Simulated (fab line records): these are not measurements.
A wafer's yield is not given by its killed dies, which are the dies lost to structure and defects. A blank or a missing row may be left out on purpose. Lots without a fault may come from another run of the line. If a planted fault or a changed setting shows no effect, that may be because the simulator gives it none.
fab line records	flow nandHarc
[record] lots = 13	wafers = 39	lastDay = 24
route steps=1159 shown P_M2@341 THIN_TSV@1121 END@1159
lots that met no fault: from a run of the same line without faults
startH: the number of hours between the record's first day and the start of the first shown wafer of the lot	waitH: time in hours since the lot's previous step	" as in the row above	L1.1+2: a single row standing in for several wafers	- no value present, or no start provided	* or withheld: withheld	< > ~ a bound
route shown NAME@n: names a module that has steps shown in the file, with the first one's number in the route	usual: the fault-free wafers' mean and standard deviation	same: alike in all rows	chamber/n: place in a boat	sites: per-site readings	_std_site: standard deviation of those values	_edge_site: mean of outer sites minus mean of inner sites	radiusMm: how far each site lies from the wafer's centre	mask NAME#n: copy n	behind: the last tool/chamber to shape the wafer	hold: why the lot was held/for how many hours/how that ended	device: the transistor (n, p or np) that didn't switch	end of line: at the end of the route, the tests of the same wafers	step lacking rows: just its recipe	killed: the dies lost at the first sort to structure and to defects; this is not the yield of the wafer	map: a wafer's dies, marking killed ones x, the rest . and places with no die _
set.NAME: the setting as run; set.NAME@STEP: as run at that earlier step	model.NAME: the simulator's own value behind a step, which no gauge read
one table for each step of the route and one row for each wafer, over a sample of lots
services: from which hour (startH, from the record's first day; less than 0 if before it) a tool's chamber was out of use, for how many hours, and why
[[steps]]
[step NHARC_P_M2_PVD_21]
[recipe] targetThkA = 300	chamberPressurePa = 5	powerW = 5000	substrateTempC = 30	timeS = 20.49	material = Cu
[usual] throttleValvePct = 30.4/1
lot.wafer	tool	chamber	startH	waitH	throttleValvePct
L645.2	pvdSputter-02	-	118.46	-	28.4
L645.4	"	-	"	"	30.4
L645.6	"	-	"	"	30.8
L646.3	pvdSputter-02	-	135.44	-	30.7
L646.1	"	-	"	"	30.3
L646.6	"	-	"	"	30.2
L647.3	pvdSputter-03	-	136.35	-	30.4
L647.2	"	-	"	"	30.4
L647.5	"	-	"	"	30.4
L649.3	pvdSputter-01	-	151.95	-	30.6
L649.5	"	-	"	"	32.0
L649.6	"	-	"	"	32.3
L648.1	pvdSputter-03	-	152.58	-	30.1
L648.3	"	-	"	"	30.6
L648.5	"	-	"	"	30.3
L650.1	pvdSputter-03	-	158.07	-	30.4
L650.2	"	-	"	"	30.2
L650.3	"	-	"	"	30.1
L652.4	pvdSputter-03	-	163.02	-	29.9
L652.6	"	-	"	"	31.4
L652.5	"	-	"	"	30.3
L658.2	pvdSputter-01	-	211.04	-	27.6
L658.3	"	-	"	"	30.9
L658.5	"	-	"	"	31.3
L655.3	pvdSputter-01	-	216.73	-	31.5
L655.4	"	-	"	"	30.9
L655.2	"	-	"	"	27.5
L664.3	pvdSputter-03	-	235.93	-	30.5
L664.2	"	-	"	"	30.2
L664.6	"	-	"	"	31.3
L665.1	pvdSputter-03	-	236.48	-	30.5
L665.3	"	-	"	"	31.7
L665.5	"	-	"	"	30.4
L667.4	pvdSputter-03	-	255.31	-	30.6
L667.1	"	-	"	"	30.3
L667.3	"	-	"	"	31.7
L668.2	pvdSputter-02	-	259.80	-	30.3
L668.3	"	-	"	"	28.7
L668.6	"	-	"	"	30.7
[step NHARC_THIN_TSV_CD_MEAS_16]
[usual] cdNm = 1000.1/1.4
lot.wafer	tool	chamber	startH	waitH	cdNm
L645.2	cdSem-03	-	424.31	0.1	1000.3
L645.4	"	-	"	"	999.6
L645.6	"	-	"	"	1000.8
L646.1	cdSem-02	-	425.38	0.1	1000.0
L646.3	"	-	"	"	999.9
L646.6	"	-	"	"	998.9
L647.2	cdSem-03	-	436.36	0.1	1001.3
L647.3	"	-	"	"	999.4
L647.5	"	-	"	"	999.0
L649.3	cdSem-01	-	437.43	0.1	998.7
L649.5	"	-	"	"	997.9
L649.6	"	-	"	"	998.7
L648.1	cdSem-01	-	438.92	0.1	998.7
L648.3	"	-	"	"	998.6
L648.5	"	-	"	"	998.2
L650.1	cdSem-01	-	455.58	0.1	1000.9
L650.2	"	-	"	"	1001.0
L650.3	"	-	"	"	1000.8
L652.4	cdSem-02	-	469.50	0.1	1002.0
L652.5	"	-	"	"	999.7
L652.6	"	-	"	"	1000.8
L664.2	cdSem-03	-	537.85	0.1	997.3
L664.3	"	-	"	"	995.4
L664.6	"	-	"	"	996.0
L665.1	cdSem-01	-	539.18	0.1	1001.2
L665.3	"	-	"	"	1001.9
L665.5	"	-	"	"	1002.3
L668.2	cdSem-03	-	557.28	0.1	999.1
L668.3	"	-	"	"	999.8
L668.6	"	-	"	"	999.9
L667.1	cdSem-01	-	560.89	0.1	1001.1
L667.3	"	-	"	"	999.8
L667.4	"	-	"	"	998.8
[step NHARC_THIN_TSV_DEGAS_49]
[recipe] tempC = 300	timeS = 120
[usual] heaterPowerW = 461/50
lot.wafer	tool	chamber	startH	waitH	heaterPowerW
L645.4	pvdSputter-03	-	426.12	0.1	507
L645.2	"	-	"	"	606
L645.6	"	-	"	"	503
L646.3	pvdSputter-03	-	427.72	0.1	523
L646.1	"	-	"	"	471
L646.6	"	-	"	"	611
L647.3	pvdSputter-01	-	438.17	0.1	422
L647.2	"	-	"	"	417
L647.5	"	-	"	"	469
L649.3	pvdSputter-01	-	439.24	0.1	425
L649.5	"	-	"	"	434
L649.6	"	-	"	"	430
L648.1	pvdSputter-03	-	440.76	0.2	478
L648.3	"	-	"	"	505
L648.5	"	-	"	"	469
L650.3	pvdSputter-01	-	458.64	0.1	468
L650.2	"	-	"	"	429
L650.1	"	-	"	"	408
L652.4	pvdSputter-02	-	471.72	0.1	498
L652.5	"	-	"	"	518
L652.6	"	-	"	"	452
L664.3	pvdSputter-02	-	549.48	0.1	450
L664.2	"	-	"	"	498
L664.6	"	-	"	"	418
L665.3	pvdSputter-03	-	549.62	0.1	491
L665.1	"	-	"	"	456
L665.5	"	-	"	"	499
L668.2	pvdSputter-01	-	559.44	0.1	430
L668.3	"	-	"	"	417
L668.6	"	-	"	"	432
L667.3	pvdSputter-01	-	564.01	0.1	409
L667.4	"	-	"	"	490
L667.1	"	-	"	"	433
[step NHARC_THIN_TSV_DESCUM_35]
[recipe] timeS = 3	o2FlowSccm = 200	arFlowSccm = 0	biasPowerW = 0	chemistry = O2
[usual] drypumpMotorCurrentA = 5.8/0.37	oesProductAu = 1.000/0.0065	rfVppV = 57.7/0.91	showerheadPlenumPTorr = 1.88/0.083	throttleValvePct = 11.311/0.0096
lot.wafer	tool	chamber	startH	waitH	drypumpMotorCurrentA	oesProductAu	rfHoursCounterH	rfVppV	showerheadPlenumPTorr	throttleValvePct
L645.2	rieDiel-10	2	429.41	-	6.0	1.007	5	56.8	1.88	11.313
L645.4	"	3	"	"	6.1	1.002	5	56.5	1.79	11.311
L645.6	"	2	"	"	6.0	1.003	-	57.1	1.88	11.325
L646.1	rieDiel-08	1	431.02	-	5.6	1.007	9	57.9	2.04	11.311
L646.3	"	2	"	"	5.9	1.000	9	56.8	1.81	11.315
L646.6	"	1	"	"	5.6	1.004	-	58.0	2.04	11.325
L647.2	rieDiel-13	3	441.35	-	5.2	1.004	19	57.1	1.86	11.310
L647.3	"	1	"	"	5.7	0.991	18	58.9	1.99	11.299
L647.5	"	2	"	"	5.6	1.010	-	57.7	1.79	11.308
L649.3	rieDiel-08	2	442.55	-	5.9	1.000	9	58.0	1.81	11.315
L649.5	"	1	"	"	5.6	1.008	-	58.3	2.04	11.315
L649.6	"	2	"	"	5.9	1.000	-	56.9	1.81	11.291
L648.3	rieDiel-13	1	443.97	-	5.7	0.987	18	57.8	1.99	11.320
L648.1	"	3	"	"	5.2	1.008	19	58.3	1.86	11.305
L648.5	"	1	"	"	5.7	0.993	-	58.7	1.99	11.329
L650.3	rieDiel-10	3	462.06	-	6.1	0.998	7	56.0	1.79	11.314
L650.1	"	1	"	"	5.5	0.995	8	58.0	1.87	11.321
L650.2	"	2	"	"	6.0	1.005	7	57.8	1.88	11.292
L652.4	rieDiel-08	0	474.91	-	6.2	1.017	11	58.7	1.87	11.318
L652.6	"	3	"	"	5.4	1.006	-	58.7	1.82	11.307
L652.5	"	0	"	"	6.3	1.014	-	57.7	1.87	11.318
L664.2	rieDiel-08	1	552.68	-	5.6	1.012	5	59.6	2.03	11.332
L664.3	"	3	"	"	5.4	0.998	5	56.5	1.82	11.309
L664.6	"	2	"	"	5.9	0.997	-	55.9	1.81	11.309
L665.1	rieDiel-10	0	552.92	-	5.4	0.991	1	58.1	1.84	11.311
L665.3	"	1	"	"	5.4	0.996	1	57.5	1.87	11.326
L665.5	"	3	"	"	6.1	0.998	-	56.9	1.79	11.309
L668.3	rieDiel-10	1	562.65	-	5.5	0.999	2	59.4	1.87	11.300
L668.2	"	2	"	"	6.0	0.997	2	58.6	1.87	11.297
L668.6	"	3	"	"	6.1	0.994	-	58.9	1.79	11.326
L667.1	rieDiel-08	3	567.16	-	5.4	1.002	6	56.4	1.82	11.332
L667.3	"	3	"	"	5.4	0.997	-	57.3	1.82	11.303
L667.4	"	0	"	"	6.3	0.995	-	57.1	1.86	11.310
[step NHARC_END_SORT_01]
[recipe] tempC = 25
[usual] defectLimitedYield = 95.1/1.6	killedAtArray = 29/11	killedAtOther = 0.6/0.92	killedAtPeriphery = 3.2/2	killedDies = 33/11	killedOpen = 3.2/2	killedShort = 1.9/1.5	sort_bin_2_pct = 1.6/0.67	sort_bin_3_pct = 0.26/0.22	sort_bin_4_pct = 3.1/1.1	sortNPass = 644/11	sortRimYieldPct = 96.3/2.5	sortYieldPct = 95.1/1.6
[same] grossDies = 677	sort_bin_5_pct[%] = 0	sort_bin_6_pct[%] = 0	sort_bin_7_pct[%] = 0	sort_bin_8_pct[%] = 0	sortRimNGross = 106.00
lot.wafer	tool	chamber	startH	waitH	defectLimitedYield[%]	killedAtArray	killedAtOther	killedAtPeriphery	killedDies	killedOpen	killedShort	sort_bin_2_pct[%]	sort_bin_3_pct[%]	sort_bin_4_pct[%]	sortNPass	sortRimYieldPct[%]	sortYieldPct[%]
L646.1	prober-02	0	438.25	2.5	95.1	30	2	1	33	4	2	1.2	0.30	3.4	644	97.2	95.1
L646.3	prober-02	0	439.85	3.1	96.9	19	1	1	21	4	0	1.0	0.30	1.8	656	95.3	96.9
L646.6	prober-02	0	442.26	4.0	96.2	24	1	1	26	3	4	0.9	0	3.0	651	98.1	96.2
L645.2	prober-01	0	439.01	2.8	96.9	18	0	3	21	3	4	1.0	0.15	1.9	656	91.5	96.9
L645.4	prober-01	0	440.61	3.4	97.0	15	0	5	20	3	0	0.4	0.30	2.2	657	98.1	97.0
L645.6	prober-01	0	442.21	4.0	97.0	15	2	3	20	2	3	0.4	0.30	2.2	657	91.5	97.0
L648.1	prober-02	0	451.64	2.5	95.1	27	1	5	33	4	1	1.9	0.30	2.7	644	99.1	95.1
L648.3	prober-02	0	453.23	3.1	95.7	23	2	4	29	1	2	1.5	0.30	2.5	648	98.1	95.7
L648.5	prober-02	0	454.82	3.7	96.3	17	1	7	25	6	2	0.7	0	3.0	652	92.5	96.3
L658.2	prober-01	0	511.62	2.8	0	45	0	632	677	4	1	95.1	0.30	4.6	0	0	0
L658.3	prober-01	0	512.40	3.1	0	45	0	632	677	2	3	95.9	0.30	3.8	0	0	0
L658.5	prober-01	0	513.97	3.6	0	35	0	642	677	7	1	96.0	0.30	3.7	0	0	0
L655.2	prober-01	0	520.22	2.8	0	29	0	648	677	8	2	96.8	0	3.2	0	0	0
L655.3	prober-01	0	521.00	3.1	0	28	0	649	677	7	2	96.3	0.30	3.4	0	0	0
L655.4	prober-01	0	521.79	3.3	0	37	0	640	677	6	1	96.0	0.44	3.5	0	0	0
L665.1	prober-01	0	562.72	2.5	94.2	34	2	3	39	2	2	1.2	0.30	4.3	638	98.1	94.2
L665.3	prober-01	0	564.35	3.1	95.1	29	2	2	33	1	8	2.1	0.44	2.4	644	97.2	95.1
L665.5	prober-01	0	565.97	3.7	95.3	28	2	2	32	3	1	1.6	0.44	2.7	645	97.2	95.3
// killed by level:class
L646.1 A_SLIT:chamberFilmFlake=13 A_SGD_CUT:chamberFilmFlake=6 A_WL_FILL:geometricParticle:short=2 A_CHANNEL_HOLE_D1:chamberFilmFlake=2 A_STAIRCASE:chamberFilmFlake=2 P_CONTACT:geometricParticle:open=1 A_ONON_D1:geometricParticle:open=1 A_M0:geometricParticle:open=1
L645.2 A_CONTACT:chamberFilmFlake=6 A_SLIT:chamberFilmFlake=5 A_SOURCE_PLATE:geometricParticle:open=2 P_ZERO_WELL:chamberFilmFlake=2 P_M2:geometricParticle:short=1 A_SGD_CUT:geometricParticle:short=1 A_WL_FILL:geometricParticle:short=1 A_CONTACT:geometricParticle:open=1
L646.3 A_SLIT:chamberFilmFlake=8 A_CHANNEL_HOLE_D1:chamberFilmFlake=3 A_CONTACT:chamberFilmFlake=2 A_M1:chamberFilmFlake=2 P_M1:geometricParticle:open=1 A_ONON_D1:geometricParticle:open=1 A_WL_FILL:geometricParticle:open=1 STARTING-WAFER:geometricParticle:open=1
L645.4 A_SLIT:chamberFilmFlake=6 P_GATE:geometricParticle:open=2 A_STAIRCASE:chamberFilmFlake=2 A_SGD_CUT:chamberFilmFlake=2 A_CONTACT:chamberFilmFlake=2 A_BLC:geometricParticle:open=1 P_ZERO_WELL:chamberFilmFlake=1 P_STI:chamberFilmFlake=1
L645.6 A_SLIT:chamberFilmFlake=5 A_CONTACT:chamberFilmFlake=4 P_ZERO_WELL:chamberFilmFlake=2 A_CHANNEL_HOLE_D1:chamberFilmFlake=2 A_ONON_D1:geometricParticle:short=1 A_WL_FILL:geometricParticle:short=1 A_CONTACT:geometricParticle:open=1 A_M0:geometricParticle:open=1
L646.6 A_SLIT:chamberFilmFlake=10 A_SGD_CUT:chamberFilmFlake=4 A_ONON_D1:geometricParticle:short=2 A_STAIRCASE:chamberFilmFlake=2 P_GATE:geometricParticle:open=1 A_ONON_D1:geometricParticle:open=1 A_CHANNEL_FILL_D1:geometricParticle:short=1 A_SGD_CUT:geometricParticle:open=1
L648.1 A_SLIT:chamberFilmFlake=10 A_CONTACT:chamberFilmFlake=6 P_M1:chamberFilmFlake=4 A_STAIRCASE:chamberFilmFlake=4 A_CHANNEL_HOLE_D1:chamberFilmFlake=2 P_M2:geometricParticle:open=1 A_CHANNEL_HOLE_D1:geometricParticle:open=1 A_WL_FILL:geometricParticle:short=1
L648.3 A_SLIT:chamberFilmFlake=11 A_CHANNEL_HOLE_D1:chamberFilmFlake=3 P_M1:chamberFilmFlake=2 A_STAIRCASE:chamberFilmFlake=2 A_CONTACT:chamberFilmFlake=2 THIN_TSV:chamberFilmFlake=2 A_WL_FILL:geometricParticle:short=1 A_CONTACT:geometricParticle:open=1
L648.5 A_SLIT:chamberFilmFlake=6 P_M1:chamberFilmFlake=4 A_CHANNEL_HOLE_D1:chamberFilmFlake=3 A_SOURCE_PLATE:geometricParticle:open=2 A_M0:geometricParticle:open=2 P_M0:geometricParticle:short=1 A_CHANNEL_HOLE_D1:geometricParticle:short=1 A_CHANNEL_FILL_D1:geometricParticle:open=1
L658.2 P_M2:areaPvd=626 A_CHANNEL_HOLE_D1:chamberFilmFlake=22 A_SLIT:chamberFilmFlake=9 A_CONTACT:chamberFilmFlake=8 P_ZERO_WELL:chamberFilmFlake=4 A_CHANNEL_FILL_D1:geometricParticle:open=2 P_STI:geometricParticle:open=1 A_CHANNEL_HOLE_D1:geometricParticle:short=1
L658.3 P_M2:areaPvd=630 A_SLIT:chamberFilmFlake=17 A_CHANNEL_HOLE_D1:chamberFilmFlake=15 A_STAIRCASE:chamberFilmFlake=3 A_CONTACT:chamberFilmFlake=3 A_ONON_D1:geometricParticle:short=1 A_CHANNEL_HOLE_D1:geometricParticle:short=1 A_CHANNEL_FILL_D1:geometricParticle:open=1
L658.5 P_M2:areaPvd=641 A_CHANNEL_HOLE_D1:chamberFilmFlake=16 A_SLIT:chamberFilmFlake=11 A_CONTACT:geometricParticle:open=3 P_M0:geometricParticle:open=1 A_ONON_D1:geometricParticle:open=1 A_CHANNEL_HOLE_D1:geometricParticle:open=1 A_CHANNEL_FILL_D1:geometricParticle:open=1
L655.2 P_M2:areaPvd=641 A_SLIT:chamberFilmFlake=9 P_ZERO_WELL:chamberFilmFlake=6 A_CONTACT:chamberFilmFlake=6 A_CONTACT:geometricParticle:open=5 A_CHANNEL_HOLE_D1:chamberFilmFlake=4 P_M0:geometricParticle:open=1 A_SOURCE_PLATE:geometricParticle:open=1
L655.3 P_M2:areaPvd=645 A_SLIT:chamberFilmFlake=13 A_CHANNEL_HOLE_D1:chamberFilmFlake=4 A_WL_FILL:chamberFilmFlake=3 A_CONTACT:geometricParticle:open=2 A_CONTACT:chamberFilmFlake=2 P_CONTACT:geometricParticle:open=1 P_M0:geometricParticle:open=1
L655.4 P_M2:areaPvd=636 A_SLIT:chamberFilmFlake=17 A_CHANNEL_HOLE_D1:chamberFilmFlake=5 A_STAIRCASE:chamberFilmFlake=4 A_CONTACT:chamberFilmFlake=4 A_CHANNEL_FILL_D1:geometricParticle:open=3 P_ZERO_WELL:chamberFilmFlake=3 A_ONON_D1:geometricParticle:open=2
L665.1 A_CHANNEL_HOLE_D1:chamberFilmFlake=20 A_STAIRCASE:chamberFilmFlake=5 A_CONTACT:chamberFilmFlake=5 THIN_TSV:chamberFilmFlake=2 P_STI:geometricParticle:short=1 A_CHANNEL_FILL_D1:geometricParticle:open=1 A_STAIRCASE:geometricParticle:short=1 A_M0:geometricParticle:open=1
L665.3 A_CHANNEL_HOLE_D1:chamberFilmFlake=17 A_STAIRCASE:chamberFilmFlake=4 STARTING-WAFER:geometricParticle:short=2 A_CONTACT:chamberFilmFlake=2 P_M0:geometricParticle:short=1 A_CHANNEL_FILL_D1:geometricParticle:short=1 A_SGD_CUT:geometricParticle:short=1 A_WL_FILL:geometricParticle:short=1
L665.5 A_CHANNEL_HOLE_D1:chamberFilmFlake=18 A_STAIRCASE:chamberFilmFlake=3 A_CONTACT:chamberFilmFlake=3 P_STI:chamberFilmFlake=2 A_CHANNEL_FILL_D1:geometricParticle:short=1 A_CHANNEL_FILL_D1:geometricParticle:open=1 A_M0:geometricParticle:open=1 STARTING-WAFER:geometricParticle:open=1
[[services]]
tool	chamber	startH	hours	kind
pvdSputter-03	-	102.00	10.0	pm
pvdSputter-03	-	122.19	4.2	repair
rieDiel-08	-	125.00	9.0	pm
pvdSputter-01	-	147.89	1.3	repair
pvdSputter-01	-	158.00	10.0	pm
pvdSputter-01	-	169.28	0.5	repair
pvdSputter-02	-	214.05	10.0	pm
rieDiel-08	0	223.77	14.5	repair
pvdSputter-01	-	234.33	4.0	repair
pvdSputter-02	-	262.55	2.4	repair
rieDiel-08	3	264.44	1.8	repair
pvdSputter-03	-	280.00	10.0	pm
pvdSputter-01	-	290.02	7.5	repair
pvdSputter-02	-	294.32	13.6	repair
pvdSputter-01	-	307.73	7.5	repair
pvdSputter-01	-	335.26	4.7	repair
pvdSputter-03	-	347.23	0.5	repair
pvdSputter-03	-	351.74	8.1	repair
pvdSputter-03	-	381.02	1.5	repair
pvdSputter-03	-	436.57	2.1	repair
pvdSputter-03	-	450.87	2.6	repair
pvdSputter-03	-	458.00	10.0	pm
pvdSputter-01	-	517.96	10.0	pm
pvdSputter-03	-	556.85	1.4	repair
[[key]]
[firstSign] step = NHARC_END_SORT_01	reading = killedAtPeriphery	direction = up	sigmas = 99+	usual = 3.2	struck = 640.5
[effect] step = NHARC_END_SORT_01	reading = sort_bin_2_pct	direction = up	sigmas = 99+	usual = 1.6	struck = 96.0
[moreKillsBornAt] NHARC_P_M2_PVD_21@pvdSputter-01 = 3819
metAt NHARC_P_M2_PVD_21
struckLots L655,L658
laterRowsLeftOut L655.2,L655.3,L655.4,L658.2,L658.3,L658.5
notActingAt NHARC_THIN_TSV_CD_MEAS_16,NHARC_THIN_TSV_DEGAS_49,NHARC_THIN_TSV_DESCUM_35
onsetBetween 151.95 211.04
[fault] kind = processParameterDrift	tool = pvdSputter-01	chamber = -	onsetH = 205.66	steps = NHARC_P_M2_PVD_21	channel = targetThkA	offset = *	shape = step	endH = 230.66	actsIn = *	stated = *
// laterRowsLeftOut: the simulator's readings of these wafers behind a module that went badly wrong aren't trusted and aren't shown, but for the sort
